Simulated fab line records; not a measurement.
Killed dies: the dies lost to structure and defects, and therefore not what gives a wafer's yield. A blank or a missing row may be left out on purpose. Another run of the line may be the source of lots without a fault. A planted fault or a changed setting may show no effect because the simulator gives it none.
Which tool was responsible?    flow nand_harc    24 lots, 72 wafers sampled, at 6 steps of a route of 1159

## WHAT THE GAUGES READ, wafer by wafer
NHARC_A_BLC_CD_MEAS_10 targets a cd of 100 nm. Usual: 100.0 nm for cd_nm, sd 0.54.
lot   measured      on         cd_nm (nm)         flag
L074  day 17 21:27  cd_sem-01  100.1 100.6 99.9   
L075  day 17 22:44  cd_sem-01  100.2 99.5 101.1   
L077  day 18 01:16  cd_sem-02  100.4 100.2 100.3  
L076  day 18 02:00  cd_sem-01  99.9 99.7 99.5     
L078  day 18 12:56  cd_sem-02  100.0 99.7 100.7   
L081  day 18 22:50  cd_sem-02  100.5 100.1 100.3  
L080  day 19 00:10  cd_sem-03  100.8 99.8 100.1   
L079  day 19 07:58  cd_sem-03  100.0 100.2 99.5   
L083  day 19 16:45  cd_sem-01  100.4 99.2 98.5    
L082  day 19 17:24  cd_sem-01  99.5 98.9 99.5     
L084  day 19 23:35  cd_sem-02  101.3 100.8 100.5  
L085  day 20 03:22  cd_sem-03  100.3 100.6 100.5  
L088  day 20 08:25  cd_sem-02  99.5 99.8 98.9     
L087  day 20 21:35  cd_sem-01  99.4 100.5 100.4   
L086  day 20 22:23  cd_sem-03  99.6 100.1 100.1   
L090  day 21 18:20  cd_sem-01  99.6 98.8 100.0    
L089  day 21 19:12  cd_sem-01  99.0 100.1 98.6    
L091  day 22 01:15  cd_sem-02  100.0 100.0 100.0  
L094  day 22 10:08  cd_sem-02  99.9 99.7 99.4     
L092  day 22 11:22  cd_sem-01  100.5 100.4 100.2  
L093  day 22 15:50  cd_sem-01  99.3 99.5 100.9    
L096  day 23 00:53  cd_sem-02  100.3 100.4 101.0  
L097  day 23 01:02  cd_sem-01  100.4 99.8 99.6    
L095  day 23 01:59  cd_sem-03  100.1 100.9 100.5  

NHARC_A_BLC_OVL_MEAS_11. Usual: overlay_x_nm 0.2 nm, standard deviation 0.66; overlay_y_nm 0.4 nm, standard deviation 0.88.
lot   measured      on          overlay_x_nm (nm)  overlay_y_nm (nm)  flag
L074  day 17 21:32  overlay-01  0.2 0.4 0.2        0.0 0.0 -0.4       
L075  day 17 22:50  overlay-01  0.2 0.2 -0.2       -0.2 0.3 0.3       
L077  day 18 01:21  overlay-02  0.1 0.3 0.3        1.2 1.2 0.9        
L076  day 18 02:05  overlay-02  0.2 0.2 0.7        -0.7 0.0 -0.8      
L078  day 18 13:01  overlay-02  1.0 0.5 0.5        1.7 1.4 0.8        
L081  day 18 22:55  overlay-01  0.3 1.0 1.0        0.9 0.8 0.6        
L080  day 19 00:16  overlay-01  -0.1 1.0 0.7       0.4 0.1 0.4        
L079  day 19 08:04  overlay-02  0.6 0.2 0.0        0.4 0.3 0.6        
L083  day 19 16:50  overlay-02  -1.0 0.2 -0.3      -0.5 -0.6 -0.3     
L082  day 19 17:29  overlay-02  -0.5 -0.5 0.0      -0.6 -0.7 -0.6     
L084  day 19 23:41  overlay-02  2.0 2.0 2.0        0.9 0.4 0.8        
L085  day 20 03:26  overlay-02  -0.5 -0.6 -0.1     1.9 1.5 0.8        
L088  day 20 08:31  overlay-02  -0.3 0.1 -0.4      -1.0 -1.3 -0.9     
L087  day 20 21:41  overlay-02  0.2 0.0 0.5        -0.5 -0.6 0.1      
L086  day 20 22:28  overlay-02  -0.3 -0.3 -0.2     0.7 0.7 0.5        
L090  day 21 18:25  overlay-01  0.1 -0.1 -0.2      0.0 -0.2 -0.7      
L089  day 21 19:17  overlay-01  -0.5 -0.8 -0.6     1.5 1.8 2.0        
L091  day 22 01:20  overlay-01  0.4 0.9 0.4        -0.3 0.1 0.3       
L094  day 22 10:13  overlay-02  -0.5 -0.3 0.0      2.3 1.8 2.0        
L092  day 22 11:28  overlay-01  1.4 1.3 1.6        0.5 0.3 0.5        
L093  day 22 15:56  overlay-01  0.1 -0.7 -0.8      -0.4 -0.4 -0.3     
L096  day 23 00:58  overlay-01  -0.2 -0.3 0.0      1.3 1.4 1.0        
L097  day 23 01:07  overlay-01  1.2 0.9 0.7        -0.3 0.2 0.0       
L095  day 23 02:04  overlay-01  0.5 1.2 0.8        0.0 -0.3 -0.2      

NHARC_A_BLC_INSPECT_12. Usual: 32 for raw_defect_count, sd 15.
lot   measured      on                 raw_defect_count  flag
L074  day 17 21:34  defect_inspect-02  10 10 12          
L075  day 17 22:52  defect_inspect-01  30 28 29          
L077  day 18 01:23  defect_inspect-01  16 20 20          
L076  day 18 02:07  defect_inspect-02  15 20 25          
L078  day 18 13:04  defect_inspect-02  30 38 32          
L081  day 18 22:58  defect_inspect-01  25 27 15          
L080  day 19 00:18  defect_inspect-02  37 31 24          
L079  day 19 08:05  defect_inspect-02  9 5 7             
L083  day 19 16:53  defect_inspect-01  34 27 30          
L082  day 19 17:31  defect_inspect-01  24 22 23          
L084  day 19 23:43  defect_inspect-01  37 43 47          
L085  day 20 03:29  defect_inspect-01  59 59 67          
L088  day 20 08:32  defect_inspect-01  20 30 37          
L087  day 20 21:43  defect_inspect-02  49 47 42          
L086  day 20 22:30  defect_inspect-01  21 21 12          
L090  day 21 18:27  defect_inspect-02  23 24 28          
L089  day 21 19:20  defect_inspect-02  38 45 45          
L091  day 22 01:22  defect_inspect-02  55 37 45          
L094  day 22 10:15  defect_inspect-02  64 57 56          
L092  day 22 11:29  defect_inspect-02  13 13 23          
L093  day 22 15:59  defect_inspect-02  59 55 84          
L096  day 23 01:00  defect_inspect-01  32 63 48          
L097  day 23 01:10  defect_inspect-01  40 37 35          
L095  day 23 02:07  defect_inspect-01  29 27 24          

## EACH LOT AND THE TOOL THAT RAN IT (in order: tool; ch and the chambers of the sampled wafers; start)
lot   NHARC_A_CONTACT_ETCH_89                        NHARC_A_CONTACT_ETCH_135              NHARC_A_CONTACT_CVD_19
L074  rie_diel-02 ch 1,2, day 17 14:13 or earlier    har_cap_etch-02 ch 0,1, day 17 14:13  cvd_w-01 ch 0,1, day 17 21:27 or earlier
L075  rie_diel-02 ch 1,2,3, day 17 15:33 or earlier  har_cap_etch-03 ch 0,1, day 17 15:33  cvd_w-01 ch 0,1, day 17 22:44 or earlier
L077  rie_diel-02 ch 0,1,2, day 17 18:37 or earlier  har_cap_etch-02 ch 0,1, day 17 18:37  cvd_w-02 ch 0,1, day 18 01:16 or earlier
L076  rie_diel-02 ch 0,2, day 17 18:58 or earlier    har_cap_etch-01 ch 0,1, day 17 18:58  cvd_w-02 ch 0,1, day 18 02:00 or earlier
L078  rie_diel-04 ch 0,1,3, day 18 06:14 or earlier  har_cap_etch-03 ch 0,1, day 18 06:14  cvd_w-02 ch 0,1, day 18 12:56 or earlier
L081  rie_diel-05 ch 0,1,3, day 18 18:45 or earlier  har_cap_etch-01 ch 0, day 18 18:45    cvd_w-02 ch 1, day 18 22:50 or earlier
L080  rie_diel-05 ch 0,2,3, day 18 20:14 or earlier  har_cap_etch-01 ch 0,1, day 18 20:14  cvd_w-01 ch 0,1, day 19 00:10 or earlier
L079  rie_diel-04 ch 1,2,3, day 19 01:54 or earlier  har_cap_etch-01 ch 0,1, day 19 01:54  cvd_w-01 ch 0,1, day 19 07:58 or earlier
L083  rie_diel-04 ch 1,2,3, day 19 07:27 or earlier  har_cap_etch-01 ch 0,1, day 19 07:27  cvd_w-02 ch 0,1, day 19 16:45 or earlier
L082  rie_diel-05 ch 2,3, day 19 08:30 or earlier    har_cap_etch-02 ch 0,1, day 19 08:30  cvd_w-02 ch 0,1, day 19 17:24 or earlier
L084  rie_diel-02 ch 0,1,3, day 19 19:28 or earlier  har_cap_etch-03 ch 0,1, day 19 19:28  cvd_w-01 ch 0,1, day 19 23:35 or earlier
L085  rie_diel-05 ch 0,1,2, day 19 23:16 or earlier  har_cap_etch-03 ch 0,1, day 19 23:16  cvd_w-02 ch 0,1, day 20 03:22 or earlier
L088  rie_diel-04 ch 0,1,2, day 20 00:53 or earlier  har_cap_etch-02 ch 0,1, day 20 00:53  cvd_w-01 ch 0,1, day 20 08:25 or earlier
L087  rie_diel-04 ch 0,1,2, day 20 09:50 or earlier  har_cap_etch-02 ch 0,1, day 20 09:50  cvd_w-02 ch 0,1, day 20 21:35 or earlier
L086  rie_diel-04 ch 1,2,3, day 20 10:50 or earlier  har_cap_etch-01 ch 0,1, day 20 10:50  cvd_w-02 ch 0,1, day 20 22:23 or earlier
L090  rie_diel-02 ch 0,2,3, day 21 09:15 or earlier  har_cap_etch-03 ch 0,1, day 21 09:15  cvd_w-01 ch 0,1, day 21 18:20 or earlier
L089  rie_diel-04 ch 0,1,2, day 21 09:29 or earlier  har_cap_etch-02 ch 0,1, day 21 09:29  cvd_w-01 ch 0,1, day 21 19:12 or earlier
L091  rie_diel-02 ch 1,2, day 21 20:19 or earlier    har_cap_etch-02 ch 0,1, day 21 20:19  cvd_w-02 ch 0,1, day 22 01:15 or earlier
L094  rie_diel-04 ch 0,1,2, day 22 02:49 or earlier  har_cap_etch-03 ch 0,1, day 22 02:49  cvd_w-02 ch 0,1, day 22 10:08 or earlier
L092  rie_diel-04 ch 0,1,3, day 22 04:14 or earlier  har_cap_etch-02 ch 0,1, day 22 04:14  cvd_w-02 ch 0,1, day 22 11:22 or earlier
L093  rie_diel-05 ch 2,3, day 22 08:47 or earlier    har_cap_etch-01 ch 0,1, day 22 08:47  cvd_w-02 ch 0,1, day 22 15:50 or earlier
L096  rie_diel-02 ch 1,2, day 22 12:28 or earlier    har_cap_etch-02 ch 1, day 22 12:28    cvd_w-02 ch 0,1, day 23 00:53 or earlier
L097  rie_diel-04 ch 0,1,3, day 22 13:39 or earlier  har_cap_etch-01 ch 0,1, day 22 13:39  cvd_w-01 ch 0,1, day 23 01:02 or earlier
L095  rie_diel-04 ch 0,1,2, day 22 17:49 or earlier  har_cap_etch-02 ch 0,1, day 22 17:49  cvd_w-01 ch 0,1, day 23 01:59 or earlier
- NHARC_A_CONTACT_ETCH_89: etches the open film in N2/H2, target depth 260 nm, time 475.3 s.
- NHARC_A_CONTACT_ETCH_135: etches the open film in C4F8/O2/Ar, time 132 s, target depth 1287 nm.
- NHARC_A_CONTACT_CVD_19: deposits W, target thk 300 nm, time 802 s.

## WHAT THE TOOLS THEMSELVES READ (means of the sampled wafers that have a number; where no wafer has one, the mark that the record gives instead)
NHARC_A_CONTACT_ETCH_89. Usual: drypump_motor_current_A 5.7 A, standard deviation 0.55; oes_product_au 1.001 a.u., standard deviation 0.0076; rf_fwd_power_W 399.2 W, standard deviation 1.1; rf_vpp_V 429.2 V, standard deviation 2.8; showerhead_plenum_p_Torr 1.99 Torr, standard deviation 0.095; throttle_valve_pct 14.170 %, standard deviation 0.01.
lot   tool         drypump_motor_current_A (A)  oes_product_au (a.u.)  rf_fwd_power_W (W)  rf_vpp_V (V)  showerhead_plenum_p_Torr (Torr)  throttle_valve_pct (%)  flag
L074  rie_diel-02  6.0                          1.004                  399.5               427.6         1.93                             14.172                  
L075  rie_diel-02  6.0                          1.003                  399.7               427.2         1.92                             14.154                  
L077  rie_diel-02  5.8                          1.001                  398.3               427.3         1.93                             14.178                  
L076  rie_diel-02  5.4                          1.001                  399.4               427.9         1.96                             14.176                  
L078  rie_diel-04  5.5                          1.002                  399.5               429.2         1.96                             14.160                  
L081  rie_diel-05  6.1                          1.009                  399.4               430.6         2.03                             14.172                  
L080  rie_diel-05  6.2                          1.012                  399.4               431.0         2.07                             14.174                  
L079  rie_diel-04  5.1                          0.994                  398.4               428.9         1.99                             14.169                  
L083  rie_diel-04  5.2                          1.003                  399.4               429.0         1.99                             14.169                  
L082  rie_diel-05  6.3                          1.007                  399.3               432.5         2.09                             14.174                  
L084  rie_diel-02  6.1                          1.006                  399.1               425.7         1.88                             14.168                  
L085  rie_diel-05  6.0                          1.005                  400.0               430.7         2.07                             14.162                  
L088  rie_diel-04  5.6                          1.003                  397.8               430.8         2.04                             14.174                  
L087  rie_diel-04  5.7                          1.000                  399.5               430.2         2.04                             14.176                  
L086  rie_diel-04  5.1                          1.002                  399.2               429.1         1.99                             14.166                  
L090  rie_diel-02  5.8                          0.997                  399.2               427.1         1.92                             14.164                  
L089  rie_diel-04  5.6                          0.985                  398.8               430.7         2.04                             14.166                  
L091  rie_diel-02  6.0                          0.998                  399.4               427.5         1.91                             14.180                  
L094  rie_diel-04  5.6                          0.998                  398.0               430.0         2.04                             14.167                  
L092  rie_diel-04  5.5                          0.992                  399.6               427.8         1.96                             14.167                  
L093  rie_diel-05  6.4                          1.000                  399.4               430.9         2.04                             14.163                  
L096  rie_diel-02  5.9                          1.014                  399.1               433.8         2.14                             14.176                  
L097  rie_diel-04  5.5                          0.999                  399.6               428.5         1.96                             14.170                  
L095  rie_diel-04  5.6                          0.993                  399.6               430.5         2.04                             14.178                  

NHARC_A_CONTACT_CVD_19. Usual: heater_power_w 476 W, standard deviation 77; throttle_valve_pct 7.96 %, standard deviation 0.28.
lot   tool      heater_power_w (W)  throttle_valve_pct (%)  flag
L074  cvd_w-01  499                 7.90                    
L075  cvd_w-01  418                 7.69                    
L077  cvd_w-02  483                 7.85                    
L076  cvd_w-02  491                 8.15                    
L078  cvd_w-02  488                 7.85                    
L081  cvd_w-02  492                 7.84                    
L080  cvd_w-01  496                 7.93                    
L079  cvd_w-01  499                 8.03                    
L083  cvd_w-02  491                 7.87                    
L082  cvd_w-02  491                 8.07                    
L084  cvd_w-01  497                 7.88                    
L085  cvd_w-02  492                 7.97                    
L088  cvd_w-01  504                 7.94                    
L087  cvd_w-02  490                 7.80                    
L086  cvd_w-02  494                 8.16                    
L090  cvd_w-01  407                 7.80                    
L089  cvd_w-01  413                 7.71                    
L091  cvd_w-02  493                 8.21                    
L094  cvd_w-02  501                 8.10                    
L092  cvd_w-02  494                 8.18                    
L093  cvd_w-02  493                 8.04                    
L096  cvd_w-02  486                 8.28                    
L097  cvd_w-01  413                 7.65                    
L095  cvd_w-01  409                 7.88                    

## THE ANSWER, worked out from the rows above alone
Rule: a lot is off if the mean of its wafers that have a number lies more than 3 standard deviations from the usual mean. A lot without any number at a reading at which 4 lots or more have one is off too. The other lots that the step has rows for count as sound. After the gauges, taken in route order, come the tools' own readings; for these a lot's mean is taken, as printed above. At the first step where some lot is off, the reading lying furthest off is the one used; lots without a number count as furthest.
No lot is off at any reading shown: from this, nothing can be told.

## WHAT THE SIMULATOR HAD INSERTED
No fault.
